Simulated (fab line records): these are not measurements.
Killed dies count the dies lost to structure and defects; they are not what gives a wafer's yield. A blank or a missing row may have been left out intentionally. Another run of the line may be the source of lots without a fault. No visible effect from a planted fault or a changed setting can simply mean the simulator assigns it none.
fab line records | flow n5-finfet
record lots=4 wafers=12 last-day=16
route steps=1938 shown BEOL_M1@833 BEOL_M2@841 BEOL_M4@1111
lots with no fault: from the same line, run without faults
start-h: hours from the record's first day to the start of the lot's first wafer shown | wait-h: hours from the lot's prior step to this one | " repeats the value in the row above | L1.1+2: one row covering several wafers at once | - no value, or no start was given | * or withheld: withheld | < > ~ a bound
route shown NAME@n: NAME is a module with steps in the file, n the number in the route of the first one | usual: the fault-free wafers' mean and standard deviation | same: alike in all rows | chamber/n: place in a boat | sites: each site's reading | _std_site: their standard deviation | _edge_site: the outer-site mean with the inner-site mean subtracted | radius-mm: how far each site lies from the wafer's centre | mask NAME#n: copy n | behind: the last tool/chamber to shape the wafer | hold: why the lot went on hold/how many hours it stayed there/how the hold came to an end | device: transistor that didn't switch, given as n, p or np | end of line: at the end of the route, the tests of the same wafers | for a step that has no rows: nothing shown but its recipe | killed: dies lost to structure and defects at the first sort, not the wafer's yield | map: a wafer's dies, x killed, . not, _ none there
set.NAME: the setting the step ran with; set.NAME@STEP: the setting that earlier step ran with | model.NAME: the simulator's own value behind a step, which no gauge read
lots at selected steps of the route; one table per step, one row per wafer
services: the hour from which a tool's chamber was out of use, counted from the record's first day as start-h (under 0 if before that day), plus the number of hours and why
## steps
# step N5_BEOL_M1_CMP_52
# recipe stop-on=SiOC t-overpolish-s=6.8 down-force-psi=1 platen-rpm=50 clearing-platen-down-force-psi=1.5 clearing-platen-rpm=50 post-cmp-clean=cu-alkaline target-thk-nm=40 clearing-platen-pad-velocity-m-s=0.99484 pad-velocity-m-s=0.99484
# step N5_BEOL_M1_PRE_CLEAN_60
# recipe gas=NH3/H2 time-s=15 temp-c=* rf-power-w=300
# step N5_BEOL_M1_CO_CAP_55
# recipe material=Co target-thk-a=20 temp-c=200 precursor=CCTBA/H2 pressure-torr=30 time-s=102.1
# step N5_BEOL_M1_PRE_CLEAN_56
# recipe gas=NH3 time-s=15 temp-c=withheld rf-power-w=300
# step N5_BEOL_M1_DEP_57
# recipe material=SiCN target-thk-a=80 temp-c=withheld precursor=3MS/NH3 pressure-torr=3 rf-w=202 time-s=14
# step N5_BEOL_M2_ILD_DEP_00
# recipe material=SiOC target-thk-a=790 temp-c=350 precursor=DEMS/O2 pressure-torr=5 rf-w=500 time-s=15.3
# step N5_BEOL_M2_PECVD_72
# recipe material=SiO2 target-thk-a=160 temp-c=400 precursor=TEOS/O2 pressure-torr=5.5 rf-w=450 teos-flow-sccm=53.8 gas=O2 flow-sccm=3000 time-s=18
# step N5_BEOL_M2_HM_DEP_02
# recipe material=TiN target-thk-a=200 temp-c=25 chamber-pressure-pa=0.49996
# step N5_BEOL_M2_COAT_61
# recipe resist=SOC temp-c=250 time-s=60 spin-rpm=1500 resist-thk-nm=60
# usual spin-speed-rpm=1500.0/1
# same time-s=60
# columns lot.wafer tool chamber start-h wait-h spin-speed-rpm model.SOC_of_BEOL_M2_COAT_61.thk-nm
L734.1 litho-track-02 0 127.14 0.1 1500.6 60
L734.4 " 0 " " 1500.3 60.2
L734.6 " 0 " " 1500.4 60.4
L744.1 litho-track-02 0 191.85 0.1 1417.9 61.8
L744.3 " 0 " " 1417.8 61.8
L744.4 " 0 " " 1418.5 61.8
L746.1 litho-track-02 0 205.73 0.1 1416.7 61.8
L746.3 " 0 " " 1417.6 62
L746.5 " 0 " " 1416.6 61.8
L756.3 litho-track-01 0 266.28 0.1 1499.7 60.4
L756.4 " 0 " " 1500.8 60
L756.5 " 0 " " 1500.6 60.2
# step N5_BEOL_M2_COAT_62
# recipe resist=SiARC temp-c=220 time-s=60 spin-rpm=1500 resist-thk-nm=12
# step N5_BEOL_M2_COAT_73
# recipe resist=underlayer temp-c=205 time-s=60 spin-rpm=1500 resist-thk-nm=5
# step N5_BEOL_M2_COAT_05
# recipe resist=CAR-EUV spin-rpm=1500 resist-thk-nm=30
# step N5_BEOL_M2_EBR_07
# recipe solvent=PGMEA ebr-width-mm=1.5
# step N5_BEOL_M2_SOFTBAKE_06
# recipe temp-c=110 time-s=60 resist=CAR-EUV
# step N5_BEOL_M2_EXPOSE_08
# recipe mask-id=M2 na=0.33 source-shape=dipole sigma-inner=0.369 sigma-outer=0.767 polarization=unpolarized dose-mj=41.25
# step N5_BEOL_M2_PEB_09
# recipe peb-temp-c=100 peb-time-s=60 resist=CAR-EUV
# step N5_BEOL_M2_DEVELOP_10
# recipe develop-time-s=30 developer=TMAH resist=CAR-EUV rinse-liquid=surfactant-rinse dry=air-spin dev-temp-c=23
# step N5_BEOL_M2_DESCUM_16
# recipe chemistry=O2 time-s=7 source-power-w=50 bias-power-w=20 pressure-mtorr=20 rf-frequency-hz=2.712e+07 temp-c=40 resist=CAR-EUV o2-flow-sccm=225
# step N5_BEOL_M2_ETCH_74
# recipe chemistry=N2/H2 target=underlayer target-depth-a=65 mask-material=CAR-EUV time-s=5.2 ion-energy-ev=200 pressure-mtorr=30 source-w=840 bias-w=150 n2-flow-sccm=200 h2-flow-sccm=200 ends=cleared
# step N5_BEOL_M2_ETCH_63
# recipe chemistry=CF4 target=SiARC target-depth-a=156 mask-material=CAR-EUV time-s=26 ion-energy-ev=80 pressure-mtorr=40 source-w=545 bias-w=36 Ar_flow_sccm=100 cf4-flow-sccm=100 ends=cleared
# step N5_BEOL_M2_ETCH_64
# recipe chemistry=N2/H2 target=SOC target-depth-a=750 overetch-a=225 mask-material=SiARC temp-c=40 time-s=121.9 ion-energy-ev=200 pressure-mtorr=30 source-w=840 bias-w=150 n2-flow-sccm=200 h2-flow-sccm=200
# usual drypump-motor-current-A=5.6/0.52 oes-product-au=0.60/0.055 rf-vpp-V=524.3/2.7 showerhead-plenum-p-Torr=2.55/0.091 throttle-valve-pct=17.86/0.25
# same time-s=121.9
# columns lot.wafer tool chamber start-h wait-h drypump-motor-current-A oes-product-au rf-hours-counter-h rf-vpp-V showerhead-plenum-p-Torr throttle-valve-pct model.etch.depth-nm
L734.1 rie-diel-03 2 127.61 0.0 5.8 0.55 192 520.8 2.42 17.95 60.08
L734.4 " 0 " " 6.3 0.54 - 525.3 2.63 18.07 60.18
L734.6 " 1 " " 4.8 0.63 - 521.8 2.46 17.34 60.46
L744.1 rie-diel-01 2 192.58 0.0 5.2 0.60 117 526.7 2.67 18.14 61.84
L744.3 " 3 " " 6.5 0.65 55 528.5 2.69 17.51 61.83
L744.4 " 0 " " 5.6 0.55 216 524.4 2.50 17.98 61.76
L746.1 rie-diel-01 1 206.32 0.0 5.7 0.71 16 521.4 2.49 17.68 61.85
L746.3 " 2 " " 5.1 0.61 121 525.8 2.67 18.16 61.97
L746.5 " 3 " " 6.5 0.64 - 528.0 2.69 17.51 61.77
L756.3 rie-diel-01 2 266.93 0.0 5.1 0.59 142 525.5 2.66 18.18 60.34
L756.4 " 1 " " 5.7 0.67 36 523.7 2.48 17.70 60.09
L756.5 " 3 " " 6.5 0.62 - 526.6 2.68 17.56 60.17
# step N5_BEOL_M2_STRIP_65
# recipe chemistry=N2/H2 temp-c=40 n2-flow-sccm=200 h2-flow-sccm=200 rf-frequency-hz=6e+07
# step N5_BEOL_M2_STRIP_75
# recipe chemistry=N2/H2 temp-c=40 n2-flow-sccm=200 h2-flow-sccm=200 rf-frequency-hz=6e+07
# step N5_BEOL_M2_STRIP_66
# recipe chemistry=CF4 resist=SiARC power-w=300 bias-power-w=75 pressure-mtorr=50 cf4-flow-sccm=150 rf-frequency-hz=6e+07
# step N5_BEOL_M2_HM_OPEN_17
# recipe chemistry=Cl2/BCl3 target-depth-a=200 overetch-a=60 target=TiN mask-material=SOC ion-energy-ev=150 pressure-mtorr=10 icp-w=1000 bias-w=126 Cl2_flow_sccm=53.25 bcl3-flow-sccm=21.75 Ar_flow_sccm=25
# usual drypump-motor-current-A=5.8/0.61 oes-product-au=0.61/0.097 throttle-valve-pct=22.24/0.22
# columns lot.wafer tool chamber start-h wait-h drypump-motor-current-A oes-product-au rf-hours-counter-h throttle-valve-pct model.SOC_of_BEOL_M2_COAT_61.thk-nm
L734.1 rie-metal-01 0 127.78 0.0 5.9 0.51 126 22.14 52.2
L734.4 " 1 " " 5.5 0.68 - 22.03 52.4
L734.6 " 1 " " 5.5 0.68 - 22.03 52.8
L744.1 rie-metal-02 0 192.75 0.0 5.9 0.57 89 22.37 54
L744.3 " 0 " " 5.9 0.56 - 22.39 54
L744.4 " 1 " " 6.2 0.57 - 22.64 53.8
L746.1 rie-metal-01 0 206.50 0.0 5.9 0.50 133 22.16 54
L746.3 " 0 " " 5.9 0.50 - 22.16 54.2
L746.5 " 0 " " 6.0 0.50 - 22.16 53.8
L756.3 rie-metal-03 0 267.13 0.1 6.6 0.58 - 22.27 52.4
L756.4 " 1 " " 4.8 0.52 - 22.37 52.2
L756.5 " 1 " " 4.8 0.52 - 22.40 52.4
# step N5_BEOL_M2_STRIP_19
# recipe chemistry=O2 power-w=400 temp-c=40 pressure-mtorr=30 rf-frequency-hz=6e+07 bias-power-w=0 overash-fraction=0.2 o2-flow-sccm=225
# step N5_BEOL_M4_RC_MEAS_101
# usual DIBL_N=36.3/1.7 DIBL_P=36.5/1.8 IOFF_N=0.16/0.033 IOFF_P=0.21/0.037 ION_N=675/11 ION_P=462/7.9 SS_N=71.6/0.64 SS_P=73.3/0.68 VT_N=249/3.3 VT_P=-250/3.3
# columns lot.wafer tool chamber start-h wait-h DIBL_N[mV/V] DIBL_P[mV/V] IOFF_N[nA/um] IOFF_P[nA/um] ION_N[uA/um] ION_P[uA/um] SS_N[mV/dec] SS_P[mV/dec] VT_N[mV] VT_P[mV]
L734.1 prober-01 0 159.31 0.0 35.6 37.3 0.15 0.20 666 452 71.2 73.1 252 -253
L734.4 " 0 " " 35.2 36.0 0.15 0.19 667 453 71.4 72.6 249 -252
L734.6 " 0 " " 36.0 37.2 0.15 0.20 661 453 72.1 73.0 253 -255
L744.1 prober-01 0 223.19 0.0 35.6 36.8 0.16 0.23 691 475 71.3 74.3 248 -250
L744.3 " 0 " " 35.2 35.9 0.15 0.22 679 466 71.8 73.9 252 -250
L744.4 " 0 " " 35.1 37.3 0.16 0.24 684 468 72.2 73.7 250 -249
L746.1 prober-02 0 231.02 0.0 36.1 36.2 0.17 0.22 676 463 72.2 73.2 249 -250
L746.3 " 0 " " 39.4 40.8 0.24 0.31 686 470 71.8 74.3 243 -246
L746.5 " 0 " " 37.9 38.3 0.20 0.25 680 463 72.3 74.7 245 -250
L756.3 prober-02 0 298.49 0.3 40.3 39.9 0.24 0.24 693 461 73.0 74.6 246 -254
L756.4 " 0 " " 40.2 39.7 0.24 0.24 703 466 72.2 74.6 243 -249
L756.5 " 0 " " 36.1 35.1 0.14 0.17 676 458 71.3 72.9 251 -250
## services
# columns tool chamber start-h hours kind
rie-diel-03 3 115.55 - clean
rie-diel-03 3 115.55 - consumable-replace:focus-ring
rie-diel-03 3 115.55 23.0 scheduled-down
rie-diel-03 3 115.55 23.0 vent-cycle
rie-metal-03 - 129.27 2.8 pm
rie-metal-02 0 136.10 2.2 repair
rie-diel-03 2 140.46 3.9 repair
rie-diel-01 1 146.78 - clean
rie-diel-01 1 146.78 - consumable-replace:focus-ring
rie-diel-01 1 146.78 13.0 scheduled-down
rie-diel-01 1 146.78 13.0 vent-cycle
rie-diel-03 0 187.82 10.9 repair
rie-metal-01 0 209.94 - clean
rie-metal-01 0 209.94 16.2 scheduled-down
rie-metal-01 0 209.94 16.2 vent-cycle
rie-diel-03 1 213.27 14.2 repair
rie-diel-03 0 218.88 6.2 repair
litho-track-02 - 227.30 - consumable-replace:filter
## key
first-sign step=N5_BEOL_M2_COAT_61 reading=spin-speed-rpm direction=down sigmas=83 usual=* struck=*
effect none on later readings
model-effect step=N5_BEOL_M2_COAT_61 value=SOC_of_BEOL_M2_COAT_61.thk-nm without=60.13 struck=61.83
model-effect step=N5_BEOL_M2_ETCH_64 value=etch.depth-nm without=60.12 struck=61.84
model-effect step=N5_BEOL_M2_HM_OPEN_17 value=SOC_of_BEOL_M2_COAT_61.thk-nm without=52.27 struck=53.97
met-at N5_BEOL_M2_COAT_61
struck-wafers L744.1,L744.3,L744.4,L746.1,L746.3,L746.5
onset-between 127.14 191.85
fault kind=process-parameter-drift tool=litho-track-02 chamber=- onset-h=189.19 steps=N5_BEOL_M2_COAT_61 channel=spin-rpm offset=* shape=step end-h=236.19 acts-in=* stated=*
